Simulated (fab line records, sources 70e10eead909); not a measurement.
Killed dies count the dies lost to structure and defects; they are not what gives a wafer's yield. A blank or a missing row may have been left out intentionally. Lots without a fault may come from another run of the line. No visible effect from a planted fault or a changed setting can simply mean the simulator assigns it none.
fab line records -- flow nandHarc
record lots=13, wafers=39, lastDay=34
route steps=1302 shown P_M2@345 P_BONDPAD@359 END@1302
lots untouched by any fault: they come from a run of this same line in which no faults occurred
startH: the number of hours between the record's first day and the start of the first shown wafer of the lot -- waitH: hours elapsed since this lot's preceding step -- " as in the row above -- L1.1+2: several wafers, shown together as one row -- - no value, or no start given -- * or withheld: withheld -- < > ~ a bound
route shown NAME@n: names a module that has steps shown in the file, with the first one's number in the route -- usual: mean and standard deviation over wafers with no fault -- same: alike in all rows -- chamber/n: place in a boat -- sites: per-site readings -- _std_site: how widely they spread, as a standard deviation -- _edge_site: the outer-site mean with the inner-site mean subtracted -- radiusMm: how far each site lies from the wafer's centre -- mask NAME#n: copy n -- behind: the tool/chamber that last shaped the wafer -- hold: why the lot went on hold/how many hours it stayed there/how the hold came to an end -- device: the transistor (n, p or np) that didn't switch -- end of line: tests run on the same wafers once the route is complete -- for a step that has no rows: nothing shown but its recipe -- killed: count of dies lost to structure and defects at first sort (not the wafer's yield) -- map: dies across one wafer; x = killed, . = not, _ = none there
set.NAME: the setting as run; set.NAME@STEP: as run at that earlier step -- model.NAME: the simulator's own value behind a step, which no gauge read
steps of the route over a sample of lots; a table a step, a row a wafer
services: from which hour (startH, from the record's first day; less than 0 if before it) a tool's chamber was out of use, for how many hours, and why
## steps
# step NHARC_P_M2_THK_MEAS_24
# recipe thkMeasGauge=xrf
# usual thkNm=144.1/1.4
lot.wafer,tool,chamber,startH,waitH,thkNm
L297.1,filmMetro-01,-,132.58,-,145.8
L297.2,filmMetro-01,-,132.58,-,146.3
L297.3,filmMetro-01,-,132.58,-,147.2
L298.2,filmMetro-01,-,140.25,-,145.6
L298.3,filmMetro-01,-,140.25,-,143.0
L298.6,filmMetro-01,-,140.25,-,145.0
L301.3,filmMetro-01,-,168.76,-,142.2
L301.5,filmMetro-01,-,168.76,-,144.7
L301.6,filmMetro-01,-,168.76,-,143.1
L302.1,filmMetro-02,-,177.94,-,143.5
L302.5,filmMetro-02,-,177.94,-,147.0
L302.6,filmMetro-02,-,177.94,-,144.2
L306.1,filmMetro-02,-,225.30,-,143.8
L306.2,filmMetro-02,-,225.30,-,144.7
L306.4,filmMetro-02,-,225.30,-,146.2
L307.1,filmMetro-01,-,229.22,-,143.4
L307.2,filmMetro-01,-,229.22,-,143.9
L307.6,filmMetro-01,-,229.22,-,144.5
L308.2,filmMetro-01,-,242.03,-,142.4
L308.4,filmMetro-01,-,242.03,-,143.3
L308.5,filmMetro-01,-,242.03,-,141.0
L310.1,filmMetro-02,-,258.65,-,144.5
L310.2,filmMetro-02,-,258.65,-,144.8
L310.3,filmMetro-02,-,258.65,-,144.6
L313.3,filmMetro-01,-,293.53,-,144.9
L313.4,filmMetro-01,-,293.53,-,144.3
L313.5,filmMetro-01,-,293.53,-,142.8
L314.1,filmMetro-01,-,297.00,-,145.2
L314.2,filmMetro-01,-,297.00,-,143.3
L314.6,filmMetro-01,-,297.00,-,145.0
L318.2,filmMetro-02,-,336.53,-,144.7
L318.3,filmMetro-02,-,336.53,-,144.8
L318.6,filmMetro-02,-,336.53,-,143.3
L319.4,filmMetro-02,-,352.94,-,143.8
L319.5,filmMetro-02,-,352.94,-,145.8
L319.6,filmMetro-02,-,352.94,-,146.0
L320.1,filmMetro-01,-,370.07,-,144.4
L320.2,filmMetro-01,-,370.07,-,143.3
L320.4,filmMetro-01,-,370.07,-,143.7
# step NHARC_P_M2_PRE_CLEAN_32
# recipe timeS=12, tempC=370, rfPowerW=300, gas=NH3
# usual heaterPowerW=649/85, susceptorTempC=370.00/0.19
lot.wafer,tool,chamber,startH,waitH,heaterPowerW,susceptorTempC
L297.3,pecvd-03,1,132.80,0.1,814,370.10
L297.2,pecvd-03,2,132.80,0.1,605,369.84
L297.1,pecvd-03,0,132.80,0.1,694,370.41
L298.2,pecvd-02,0,140.54,0.1,730,369.91
L298.3,pecvd-02,1,140.54,0.1,649,369.81
L298.6,pecvd-02,1,140.54,0.1,674,369.85
L301.3,pecvd-02,1,168.98,0.1,675,369.93
L301.5,pecvd-02,1,168.98,0.1,662,369.64
L301.6,pecvd-02,0,168.98,0.1,697,370.23
L302.1,pecvd-01,1,178.18,0.1,650,370.31
L302.5,pecvd-01,0,178.18,0.1,599,370.21
L302.6,pecvd-01,1,178.18,0.1,669,370.27
L306.1,pecvd-03,0,225.54,0.1,685,370.16
L306.2,pecvd-03,1,225.54,0.1,702,369.82
L306.4,pecvd-03,1,225.54,0.1,714,369.87
L307.2,pecvd-03,0,229.48,0.1,694,370.14
L307.1,pecvd-03,2,229.48,0.1,630,369.78
L307.6,pecvd-03,1,229.48,0.1,793,370.12
L308.2,pecvd-03,0,242.29,0.1,760,369.83
L308.4,pecvd-03,2,242.29,0.1,566,370.20
L308.5,pecvd-03,1,242.29,0.1,762,369.77
L310.3,pecvd-03,2,258.89,0.1,559,370.12
L310.2,pecvd-03,0,258.89,0.1,691,369.83
L310.1,pecvd-03,1,258.89,0.1,757,370.19
L313.3,pecvd-01,2,293.75,0.1,492,369.93
L313.5,pecvd-01,2,293.75,0.1,499,369.87
L313.4,pecvd-01,1,293.75,0.1,680,369.85
L314.2,pecvd-03,2,297.23,0.1,585,369.88
L314.1,pecvd-03,0,297.23,0.1,788,370.18
L314.6,pecvd-03,0,297.23,0.1,793,369.96
L318.3,pecvd-01,0,336.77,0.1,655,369.95
L318.2,pecvd-01,1,336.77,0.1,694,370.16
L318.6,pecvd-01,0,336.77,0.1,655,370.03
L319.5,pecvd-01,2,353.21,0.1,496,370.07
L319.6,pecvd-01,0,353.21,0.1,647,369.81
L319.4,pecvd-01,1,353.21,0.1,724,369.95
L320.2,pecvd-01,2,370.51,0.3,550,370.28
L320.1,pecvd-01,0,370.51,0.3,593,369.86
L320.4,pecvd-01,2,370.51,0.3,550,370.22
# step NHARC_P_M2_DEP_33
# recipe targetThkA=300, tempC=370, targetThkNm=30, pressureTorr=3, flowSccm=200, rfW=450, material=SiCN
# usual chamberPressureTorr=3.000/0.0058, heaterPowerW=596/85, susceptorTempC=369.99/0.22
lot.wafer,tool,chamber,startH,waitH,chamberPressureTorr,heaterPowerW,susceptorTempC
L297.3,pecvd-03,1,132.88,0.1,3.010,795,369.98
L297.2,pecvd-03,2,132.88,0.1,3.004,522,370.40
L297.1,pecvd-03,0,132.88,0.1,2.992,663,370.07
L298.2,pecvd-02,0,140.62,0.1,3.003,616,370.02
L298.3,pecvd-02,1,140.62,0.1,3.000,577,369.85
L298.6,pecvd-02,1,140.62,0.1,2.991,574,369.96
L301.3,pecvd-02,1,169.06,0.1,3.005,617,370.09
L301.5,pecvd-02,1,169.06,0.1,3.009,604,370.00
L301.6,pecvd-02,0,169.06,0.1,3.001,639,370.08
L302.1,pecvd-01,1,178.29,0.1,2.997,588,370.17
L302.5,pecvd-01,0,178.29,0.1,3.006,511,370.18
L302.6,pecvd-01,1,178.29,0.1,2.996,594,370.59
L306.1,pecvd-03,0,225.65,0.1,3.004,756,370.00
L306.2,pecvd-03,1,225.65,0.1,2.996,716,369.98
L306.4,pecvd-03,1,225.65,0.1,3.006,704,369.69
L307.2,pecvd-03,0,229.56,0.1,3.005,703,369.94
L307.1,pecvd-03,2,229.56,0.1,2.995,484,370.19
L307.6,pecvd-03,1,229.56,0.1,3.010,722,370.57
L308.2,pecvd-03,0,242.40,0.1,3.004,732,370.00
L308.4,pecvd-03,2,242.40,0.1,3.002,477,369.88
L308.5,pecvd-03,1,242.40,0.1,2.994,722,369.95
L310.3,pecvd-03,2,258.97,0.1,3.004,565,369.99
L310.2,pecvd-03,0,258.97,0.1,3.008,695,370.07
L310.1,pecvd-03,1,258.97,0.1,2.998,756,369.99
L313.3,pecvd-01,2,293.83,0.1,2.997,434,369.92
L313.5,pecvd-01,2,293.83,0.1,3.018,444,369.56
L313.4,pecvd-01,1,293.83,0.1,3.001,628,369.92
L314.2,pecvd-03,2,297.34,0.1,2.998,589,369.63
L314.1,pecvd-03,0,297.34,0.1,2.997,738,369.76
L314.6,pecvd-03,0,297.34,0.1,2.995,751,370.15
L318.3,pecvd-01,0,336.88,0.1,3.002,512,370.25
L318.2,pecvd-01,1,336.88,0.1,3.006,584,369.79
L318.6,pecvd-01,0,336.88,0.1,3.000,494,370.15
L319.5,pecvd-01,2,353.37,0.2,3.000,546,370.05
L319.6,pecvd-01,0,353.37,0.2,2.991,545,370.34
L319.4,pecvd-01,1,353.37,0.2,2.994,641,370.35
L320.2,pecvd-01,2,370.59,0.1,3.004,446,369.91
L320.1,pecvd-01,0,370.59,0.1,3.014,592,369.57
L320.4,pecvd-01,2,370.59,0.1,3.002,457,369.87
# step NHARC_P_BONDPAD_SOFTBAKE_04
# recipe tempC=125, timeS=70
# usual heaterPowerTotalW=200.7/1.3
lot.wafer,tool,chamber,startH,waitH,heaterPowerTotalW
L297.1,lithoTrack-05,0,134,-,200.8
L297.2,lithoTrack-05,0,134,-,202.5
L297.3,lithoTrack-05,0,134,-,201.7
L298.2,lithoTrack-03,0,141,-,199.0
L298.3,lithoTrack-03,0,141,-,202.4
L298.6,lithoTrack-03,0,141,-,199.4
L301.3,lithoTrack-03,0,170,-,202.7
L301.5,lithoTrack-03,0,170,-,202.7
L301.6,lithoTrack-03,0,170,-,200.4
L302.1,lithoTrack-03,0,179,-,199.4
L302.5,lithoTrack-03,0,179,-,201.3
L302.6,lithoTrack-03,0,179,-,199.9
L306.1,lithoTrack-03,0,226,-,201.8
L306.2,lithoTrack-03,0,226,-,201.4
L306.4,lithoTrack-03,0,226,-,199.6
L307.1,lithoTrack-07,0,230,-,200.6
L307.2,lithoTrack-07,0,230,-,200.0
L307.6,lithoTrack-07,0,230,-,199.3
L308.2,lithoTrack-03,0,243,-,200.0
L308.4,lithoTrack-03,0,243,-,199.7
L308.5,lithoTrack-03,0,243,-,201.1
L310.1,lithoTrack-05,0,260,-,199.3
L310.2,lithoTrack-05,0,260,-,201.4
L310.3,lithoTrack-05,0,260,-,200.4
L313.3,lithoTrack-03,0,295,-,223.6
L313.4,lithoTrack-03,0,295,-,198.8
L313.5,lithoTrack-03,0,295,-,198.9
L314.1,lithoTrack-03,0,298,-,220.8
L314.2,lithoTrack-03,0,298,-,221.4
L314.6,lithoTrack-03,0,298,-,202.5
L318.2,lithoTrack-05,0,338,-,199.2
L318.3,lithoTrack-05,0,338,-,201.0
L318.6,lithoTrack-05,0,338,-,200.4
L319.4,lithoTrack-03,0,354,-,199.3
L319.5,lithoTrack-03,0,354,-,202.4
L319.6,lithoTrack-03,0,354,-,200.4
L320.1,lithoTrack-03,0,371,-,199.9
L320.2,lithoTrack-03,0,371,-,199.8
L320.4,lithoTrack-03,0,371,-,202.7
# step NHARC_END_SORT_01
# recipe tempC=25
# usual defectLimitedYield=89.9/2.6, killedAtArray=63/18, killedAtOther=1.1/1.3, killedAtPeriphery=4.3/2.8, killedDies=68/18, killedOpen=3.3/2, killedShort=2.4/1.6
# same grossDies=677
lot.wafer,tool,chamber,startH,waitH,defectLimitedYield[%],killedAtArray,killedAtOther,killedAtPeriphery,killedDies,killedOpen,killedShort
L297.1,prober-02,0,548.03,2.5,86.4,89,1,2,92,0,3
L297.2,prober-02,0,548.83,2.8,84.2,101,4,2,107,4,2
L297.3,prober-02,0,549.63,3.1,85.4,90,4,5,99,3,2
L298.2,prober-02,0,581.59,2.8,87.9,71,2,9,82,4,2
L298.3,prober-02,0,582.38,3.1,86.6,80,1,10,91,1,4
L298.6,prober-02,0,584.76,4.0,87.1,82,0,5,87,6,0
L301.3,prober-02,0,593.87,3.1,92.6,48,1,1,50,2,3
L301.5,prober-02,0,595.48,3.7,93.1,37,4,6,47,5,0
L301.6,prober-02,0,596.28,4.0,92.6,41,2,7,50,3,1
L302.1,prober-01,0,600.04,2.5,87.1,80,1,6,87,2,2
L302.5,prober-01,0,603.25,3.7,90.0,64,0,4,68,1,3
L302.6,prober-01,0,604.05,4.0,88.5,73,0,5,78,6,2
L307.1,prober-02,0,721.28,2.5,86.9,81,5,3,89,4,2
L307.2,prober-02,0,722.08,2.8,85.1,94,4,3,101,2,7
L307.6,prober-02,0,725.28,4.0,84.9,92,5,5,102,5,1
L306.1,prober-01,0,728.97,2.5,96.0,20,1,6,27,2,5
L306.2,prober-01,0,729.76,2.8,96.5,17,0,7,24,5,2
L306.4,prober-01,0,731.35,3.4,95.6,22,1,7,30,2,4
L310.1,prober-02,0,744.71,2.5,90.5,61,2,1,64,1,1
L310.2,prober-02,0,745.50,2.8,91.6,54,1,2,57,2,0
L310.3,prober-02,0,746.30,3.1,90.1,64,1,2,67,1,2
L308.2,prober-01,0,745.36,2.8,88.3,72,1,6,79,2,1
L308.4,prober-01,0,746.95,3.4,86.0,83,1,11,95,2,2
L308.5,prober-01,0,747.75,3.7,88.9,73,1,1,75,4,5
L314.1,prober-02,0,752.50,2.5,87.3,85,0,1,86,2,5
L314.2,prober-02,0,753.30,2.8,87.1,83,0,4,87,3,3
L314.6,prober-02,0,756.48,4.0,88.2,75,1,4,80,2,4
L313.3,prober-01,0,753.96,3.1,92.8,45,1,3,49,9,3
L313.4,prober-01,0,754.78,3.4,92.3,43,0,9,52,2,4
L313.5,prober-01,0,755.60,3.8,92.6,39,1,10,50,3,3
L318.2,prober-01,0,784.41,2.8,87.0,78,2,8,88,4,3
L318.3,prober-01,0,785.19,3.1,88.3,64,1,14,79,5,5
L318.6,prober-01,0,787.55,3.9,87.1,75,0,12,87,7,6
L319.4,prober-02,0,792.31,3.4,87.9,79,1,2,82,1,0
L319.5,prober-02,0,793.10,3.7,87.3,83,1,2,86,2,6
L319.6,prober-02,0,793.89,3.9,87.3,82,0,4,86,6,1
L320.1,prober-02,0,807.72,2.5,92.3,43,4,5,52,1,1
L320.2,prober-02,0,808.52,2.8,92.9,38,1,9,48,7,1
L320.4,prober-02,0,810.11,3.4,93.8,40,0,2,42,2,2
# killed by level:class
L297.1 A_CHANNEL_HOLE_D1:chamberFilmFlake=32 A_CHANNEL_HOLE_D2:chamberFilmFlake=31 A_SLIT:chamberFilmFlake=16 A_STAIRCASE:chamberFilmFlake=3 A_CONTACT:chamberFilmFlake=2 A_ONON_D1:geometricParticle:short=1 A_CHANNEL_HOLE_D1:geometricParticle:short=1 A_ONON_D2:geometricParticle:short=1
L297.2 A_CHANNEL_HOLE_D2:chamberFilmFlake=35 A_CHANNEL_HOLE_D1:chamberFilmFlake=32 A_SLIT:chamberFilmFlake=25 THIN_TSV:chamberFilmFlake=3 A_BLC:chamberFilmFlake=3 A_CONTACT:geometricParticle:open=2 P_GATE:geometricParticle:open=1 P_CONTACT:geometricParticle:short=1
L297.3 A_CHANNEL_HOLE_D1:chamberFilmFlake=34 A_CHANNEL_HOLE_D2:chamberFilmFlake=23 A_SLIT:chamberFilmFlake=22 P_M2:chamberFilmFlake=4 A_BLC:chamberFilmFlake=4 THIN_TSV:chamberFilmFlake=4 A_SGD_CUT:geometricParticle:short=2 A_ONON_D2:geometricParticle:open=1
L298.2 A_CHANNEL_HOLE_D1:chamberFilmFlake=29 A_SLIT:chamberFilmFlake=15 A_CHANNEL_HOLE_D2:chamberFilmFlake=7 A_STAIRCASE:chamberFilmFlake=6 A_WL_FILL:chamberFilmFlake=5 P_BONDPAD:chamberFilmFlake=4 A_CONTACT:chamberFilmFlake=4 P_CONTACT:geometricParticle:open=2
L298.3 A_CHANNEL_HOLE_D1:chamberFilmFlake=32 A_SLIT:chamberFilmFlake=22 A_CONTACT:chamberFilmFlake=8 A_CHANNEL_HOLE_D2:chamberFilmFlake=6 P_BONDPAD:chamberFilmFlake=5 A_CHANNEL_FILL_D1:chamberFilmFlake=4 A_STAIRCASE:chamberFilmFlake=4 P_ZERO_WELL:chamberFilmFlake=2
L298.6 A_CHANNEL_HOLE_D1:chamberFilmFlake=35 A_SLIT:chamberFilmFlake=23 A_CONTACT:chamberFilmFlake=5 A_CHANNEL_FILL_D1:chamberFilmFlake=4 A_CHANNEL_HOLE_D2:chamberFilmFlake=4 A_STAIRCASE:chamberFilmFlake=4 A_CHANNEL_FILL_D1:geometricParticle:open=2 P_BONDPAD:chamberFilmFlake=2
L301.3 A_CHANNEL_HOLE_D2:chamberFilmFlake=32 A_STAIRCASE:chamberFilmFlake=4 A_CHANNEL_HOLE_D1:chamberFilmFlake=3 A_M0:geometricParticle:open=2 A_CONTACT:chamberFilmFlake=2 A_SGD_CUT:geometricParticle:short=1 A_WL_FILL:geometricParticle:short=1 STARTING-WAFER:geometricParticle:short=1
L301.5 A_CHANNEL_HOLE_D2:chamberFilmFlake=24 P_GATE:chamberFilmFlake=4 A_CHANNEL_HOLE_D1:chamberFilmFlake=3 THIN_TSV:chamberFilmFlake=3 A_STAIRCASE:chamberFilmFlake=2 A_CONTACT:chamberFilmFlake=2 P_STI:geometricParticle:open=1 P_M0:geometricParticle:open=1
L301.6 A_CHANNEL_HOLE_D2:chamberFilmFlake=30 A_CHANNEL_HOLE_D1:chamberFilmFlake=5 P_GATE:geometricParticle:open=3 P_GATE:chamberFilmFlake=3 A_WL_FILL:chamberFilmFlake=2 THIN_TSV:chamberFilmFlake=2 A_CHANNEL_FILL_D1:geometricParticle:short=1 P_M1:chamberFilmFlake=1
L302.1 A_CHANNEL_HOLE_D1:chamberFilmFlake=38 A_CHANNEL_HOLE_D2:chamberFilmFlake=31 A_STAIRCASE:chamberFilmFlake=4 P_M2:chamberFilmFlake=3 A_CONTACT:chamberFilmFlake=2 A_CHANNEL_HOLE_D2:geometricParticle:open=1 A_CHANNEL_FILL_D2:geometricParticle:short=1 A_CHANNEL_FILL_D2:geometricParticle:open=1
L302.5 A_CHANNEL_HOLE_D1:chamberFilmFlake=30 A_CHANNEL_HOLE_D2:chamberFilmFlake=26 P_M2:chamberFilmFlake=3 A_SLIT:chamberFilmFlake=2 A_ONON_D1:geometricParticle:short=1 A_CHANNEL_HOLE_D1:geometricParticle:short=1 A_CHANNEL_FILL_D1:geometricParticle:open=1 A_WL_FILL:geometricParticle:short=1
L302.6 A_CHANNEL_HOLE_D2:chamberFilmFlake=35 A_CHANNEL_HOLE_D1:chamberFilmFlake=31 A_CHANNEL_FILL_D1:geometricParticle:short=2 A_CONTACT:geometricParticle:open=2 P_STI:geometricParticle:open=1 P_GATE:geometricParticle:open=1 P_M0:geometricParticle:open=1 A_BLC:geometricParticle:open=1
L307.1 A_CHANNEL_HOLE_D1:chamberFilmFlake=37 A_SLIT:chamberFilmFlake=23 A_CHANNEL_HOLE_D2:chamberFilmFlake=7 THIN_TSV:chamberFilmFlake=5 A_STAIRCASE:chamberFilmFlake=3 P_ZERO_WELL:chamberFilmFlake=2 A_WL_FILL:chamberFilmFlake=2 A_ONON_D2:geometricParticle:short=1
L307.2 A_SLIT:chamberFilmFlake=38 A_CHANNEL_HOLE_D1:chamberFilmFlake=27 A_CHANNEL_HOLE_D2:chamberFilmFlake=12 A_STAIRCASE:chamberFilmFlake=3 THIN_TSV:chamberFilmFlake=3 P_BONDPAD:chamberFilmFlake=2 A_BONDPAD:chamberFilmFlake=2 A_ONON_D1:geometricParticle:short=1
L307.6 A_CHANNEL_HOLE_D1:chamberFilmFlake=43 A_SLIT:chamberFilmFlake=31 A_CHANNEL_HOLE_D2:chamberFilmFlake=5 THIN_TSV:chamberFilmFlake=5 P_GATE:geometricParticle:open=2 A_WL_FILL:geometricParticle:open=2 P_M0:chamberFilmFlake=2 A_STAIRCASE:chamberFilmFlake=2
L306.1 A_CHANNEL_HOLE_D1:chamberFilmFlake=6 P_BONDPAD:chamberFilmFlake=4 A_STAIRCASE:chamberFilmFlake=4 A_WL_FILL:geometricParticle:short=3 P_STI:geometricParticle:short=1 P_M0:geometricParticle:open=1 A_ONON_D1:geometricParticle:short=1 A_WL_FILL:geometricParticle:open=1
L306.2 A_CHANNEL_HOLE_D1:chamberFilmFlake=3 A_CHANNEL_HOLE_D2:unspecified=3 A_ONON_D1:geometricParticle:open=2 P_ZERO_WELL:chamberFilmFlake=2 A_STAIRCASE:chamberFilmFlake=2 P_STI:geometricParticle:open=1 P_M0:geometricParticle:open=1 A_CHANNEL_FILL_D1:geometricParticle:short=1
L306.4 A_CHANNEL_HOLE_D1:chamberFilmFlake=6 P_BONDPAD:chamberFilmFlake=5 A_STAIRCASE:chamberFilmFlake=5 A_SLIT:chamberFilmFlake=3 P_M0:geometricParticle:short=2 A_CHANNEL_HOLE_D2:unspecified=2 A_ONON_D1:geometricParticle:short=1 A_DECK1_JOINT:geometricParticle:open=1
L310.1 A_CHANNEL_HOLE_D1:chamberFilmFlake=31 A_CHANNEL_HOLE_D2:chamberFilmFlake=16 A_SLIT:chamberFilmFlake=4 A_CONTACT:chamberFilmFlake=4 A_WL_FILL:geometricParticle:short=1 P_GATE:chamberFilmFlake=1 STARTING-WAFER:geometricParticle:open=1 A_CHANNEL_FILL_D1:chamberFilmFlake=1
L308.2 A_CHANNEL_HOLE_D1:chamberFilmFlake=33 A_SLIT:chamberFilmFlake=29 P_GATE:chamberFilmFlake=5 A_STAIRCASE:chamberFilmFlake=3 A_M0:geometricParticle:open=2 A_CONTACT:chamberFilmFlake=2 A_CHANNEL_FILL_D2:geometricParticle:short=1 P_STI:chamberFilmFlake=1
L310.2 A_CHANNEL_HOLE_D1:chamberFilmFlake=30 A_CHANNEL_HOLE_D2:chamberFilmFlake=10 A_CONTACT:chamberFilmFlake=6 A_CHANNEL_FILL_D2:chamberFilmFlake=3 A_ONON_D1:geometricParticle:open=1 A_WL_FILL:geometricParticle:open=1 P_ZERO_WELL:chamberFilmFlake=1 P_GATE:chamberFilmFlake=1
L310.3 A_CHANNEL_HOLE_D1:chamberFilmFlake=32 A_CHANNEL_HOLE_D2:chamberFilmFlake=22 A_STAIRCASE:chamberFilmFlake=3 A_CONTACT:chamberFilmFlake=3 P_M0:geometricParticle:short=1 A_CHANNEL_HOLE_D2:geometricParticle:short=1 A_CHANNEL_FILL_D2:geometricParticle:open=1 P_GATE:chamberFilmFlake=1
L308.4 A_SLIT:chamberFilmFlake=32 A_CHANNEL_HOLE_D1:chamberFilmFlake=30 P_GATE:chamberFilmFlake=8 A_CONTACT:chamberFilmFlake=8 A_WL_FILL:chamberFilmFlake=4 A_STAIRCASE:chamberFilmFlake=3 A_CHANNEL_FILL_D1:geometricParticle:open=1 A_STAIRCASE:geometricParticle:short=1
L308.5 A_CHANNEL_HOLE_D1:chamberFilmFlake=31 A_SLIT:chamberFilmFlake=23 A_CONTACT:chamberFilmFlake=5 A_WL_FILL:chamberFilmFlake=3 A_STAIRCASE:chamberFilmFlake=2 P_M0:geometricParticle:short=1 A_ONON_D1:geometricParticle:open=1 A_CHANNEL_HOLE_D1:geometricParticle:short=1
L314.1 A_CHANNEL_HOLE_D1:chamberFilmFlake=38 A_SLIT:chamberFilmFlake=28 A_CONTACT:chamberFilmFlake=5 A_SGD_CUT:geometricParticle:short=2 A_CHANNEL_FILL_D2:chamberFilmFlake=2 A_STAIRCASE:chamberFilmFlake=2 A_ONON_D1:geometricParticle:open=1 A_ONON_D1:geometricParticle:short=1
L314.2 A_SLIT:chamberFilmFlake=36 A_CHANNEL_HOLE_D1:chamberFilmFlake=34 A_CONTACT:chamberFilmFlake=6 P_GATE:geometricParticle:open=1 P_M2:geometricParticle:open=1 A_DECK1_JOINT:geometricParticle:open=1 A_CHANNEL_FILL_D2:geometricParticle:short=1 A_WL_FILL:geometricParticle:short=1
L313.3 A_CHANNEL_HOLE_D2:chamberFilmFlake=22 A_ONON_D1:geometricParticle:open=5 A_SLIT:chamberFilmFlake=4 A_CHANNEL_HOLE_D1:chamberFilmFlake=3 P_CONTACT:chamberFilmFlake=2 A_CONTACT:chamberFilmFlake=2 A_ONON_D1:geometricParticle:short=1 A_CHANNEL_FILL_D1:geometricParticle:short=1
L313.4 A_CHANNEL_HOLE_D2:chamberFilmFlake=20 A_CONTACT:chamberFilmFlake=9 P_CONTACT:chamberFilmFlake=7 A_CHANNEL_HOLE_D1:chamberFilmFlake=4 A_ONON_D2:geometricParticle:short=2 A_SLIT:chamberFilmFlake=2 A_M0:chamberFilmFlake=2 P_GATE:geometricParticle:short=1
L313.5 A_CHANNEL_HOLE_D2:chamberFilmFlake=18 P_CONTACT:chamberFilmFlake=9 A_CHANNEL_HOLE_D1:chamberFilmFlake=7 A_CONTACT:chamberFilmFlake=4 A_CHANNEL_FILL_D1:chamberFilmFlake=2 A_ONON_D1:geometricParticle:open=1 A_CHANNEL_FILL_D1:geometricParticle:open=1 A_DECK1_JOINT:geometricParticle:short=1
L314.6 A_SLIT:chamberFilmFlake=34 A_CHANNEL_HOLE_D1:chamberFilmFlake=29 A_CONTACT:chamberFilmFlake=4 A_CHANNEL_FILL_D2:geometricParticle:short=2 P_CONTACT:chamberFilmFlake=2 P_CONTACT:geometricParticle:open=1 A_ONON_D1:geometricParticle:short=1 A_CHANNEL_FILL_D1:geometricParticle:open=1
L318.2 A_SLIT:chamberFilmFlake=40 A_CHANNEL_HOLE_D1:chamberFilmFlake=14 A_CONTACT:chamberFilmFlake=13 P_CONTACT:chamberFilmFlake=3 P_M1:chamberFilmFlake=3 A_DECK1_JOINT:chamberFilmFlake=3 A_M0:geometricParticle:open=2 HYBRID_BOND:chamberFilmFlake=2
L318.3 A_SLIT:chamberFilmFlake=33 A_CONTACT:chamberFilmFlake=9 A_CHANNEL_HOLE_D1:chamberFilmFlake=8 P_CONTACT:chamberFilmFlake=5 P_M1:chamberFilmFlake=4 A_WL_FILL:geometricParticle:short=2 P_GATE:chamberFilmFlake=2 A_DECK1_JOINT:chamberFilmFlake=2
L318.6 A_SLIT:chamberFilmFlake=41 A_CHANNEL_HOLE_D1:chamberFilmFlake=13 P_CONTACT:chamberFilmFlake=4 P_M1:chamberFilmFlake=4 A_CHANNEL_HOLE_D2:chamberFilmFlake=4 A_CONTACT:chamberFilmFlake=4 A_WL_FILL:geometricParticle:short=2 A_M0:geometricParticle:open=2
L319.4 A_SLIT:chamberFilmFlake=34 A_CHANNEL_HOLE_D2:chamberFilmFlake=20 A_STAIRCASE:chamberFilmFlake=10 A_CHANNEL_HOLE_D1:chamberFilmFlake=8 A_CONTACT:chamberFilmFlake=3 A_SGD_CUT:geometricParticle:open=1 P_STI:chamberFilmFlake=1 P_GATE:chamberFilmFlake=1
L319.5 A_CHANNEL_HOLE_D2:chamberFilmFlake=30 A_SLIT:chamberFilmFlake=23 A_CHANNEL_HOLE_D1:chamberFilmFlake=10 A_STAIRCASE:chamberFilmFlake=7 A_CONTACT:chamberFilmFlake=2 A_BLC:chamberFilmFlake=2 P_GATE:geometricParticle:open=1 A_ONON_D1:geometricParticle:short=1
L319.6 A_SLIT:chamberFilmFlake=30 A_CHANNEL_HOLE_D2:chamberFilmFlake=24 A_CHANNEL_HOLE_D1:chamberFilmFlake=12 A_STAIRCASE:chamberFilmFlake=8 P_STI:chamberFilmFlake=2 A_CONTACT:chamberFilmFlake=2 P_GATE:geometricParticle:open=1 P_CONTACT:geometricParticle:open=1
L320.1 A_SLIT:chamberFilmFlake=33 THIN_TSV:chamberFilmFlake=4 P_ZERO_WELL:chamberFilmFlake=3 A_CONTACT:chamberFilmFlake=3 A_STAIRCASE:chamberFilmFlake=2 A_M0:chamberFilmFlake=2 P_GATE:geometricParticle:open=1 A_CHANNEL_FILL_D2:geometricParticle:short=1
L320.2 A_SLIT:chamberFilmFlake=23 A_STAIRCASE:chamberFilmFlake=6 P_STI:chamberFilmFlake=3 A_CONTACT:chamberFilmFlake=3 P_GATE:geometricParticle:open=2 P_M0:geometricParticle:open=2 P_M1:geometricParticle:open=1 A_DECK1_JOINT:geometricParticle:open=1
L320.4 A_SLIT:chamberFilmFlake=27 P_ZERO_WELL:chamberFilmFlake=2 A_CHANNEL_HOLE_D2:chamberFilmFlake=2 A_CHANNEL_FILL_D2:chamberFilmFlake=2 A_STAIRCASE:chamberFilmFlake=2 A_CONTACT:chamberFilmFlake=2 A_DECK1_JOINT:geometricParticle:short=1 A_CHANNEL_FILL_D2:geometricParticle:open=1
## services
tool,chamber,startH,hours,kind
lithoTrack-05,-,124.00,7.0,pm
pecvd-02,0,126.13,5.8,repair
pecvd-01,-,130.00,13.0,pm
pecvd-03,-,185.00,13.0,pm
pecvd-03,0,185.00,13.0,ventCycle
pecvd-03,1,185.00,13.0,ventCycle
pecvd-03,2,185.00,13.0,ventCycle
pecvd-03,0,198.00,-,clean
pecvd-03,1,198.00,-,clean
pecvd-03,2,198.00,-,clean
pecvd-01,-,211.27,0.4,repair
pecvd-01,-,227.27,2.5,repair
pecvd-02,-,228.10,13.0,pm
pecvd-02,2,247.41,11.4,repair
lithoTrack-07,-,251.00,7.0,pm
lithoTrack-03,-,275.00,7.0,pm
lithoTrack-05,-,299.00,7.0,pm
pecvd-03,-,299.35,1.8,repair
pecvd-01,-,311.00,13.0,pm
pecvd-01,1,326.25,2.4,repair
pecvd-02,-,340.94,1.7,repair
pecvd-03,-,366.00,13.0,pm
pecvd-03,0,366.00,13.0,ventCycle
pecvd-03,1,366.00,13.0,ventCycle
## key
firstSign step=NHARC_P_BONDPAD_SOFTBAKE_04, reading=heaterPowerTotalW, direction=up, sigmas=16, usual=*, struck=*
effect none on later readings
metAt NHARC_P_BONDPAD_SOFTBAKE_04
struckLots L313,L314
struckWafers L313.3,L314.1,L314.2
notActingAt NHARC_P_M2_THK_MEAS_24,NHARC_P_M2_PRE_CLEAN_32,NHARC_P_M2_DEP_33
onsetBetween 243 295
fault kind=processParameterDrift, tool=lithoTrack-03, chamber=-, onsetH=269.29, steps=NHARC_P_BONDPAD_SOFTBAKE_04, channel=timeS, offset=*, shape=step, endH=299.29, scope=struckWafersOnly, actsIn=*, stated=*
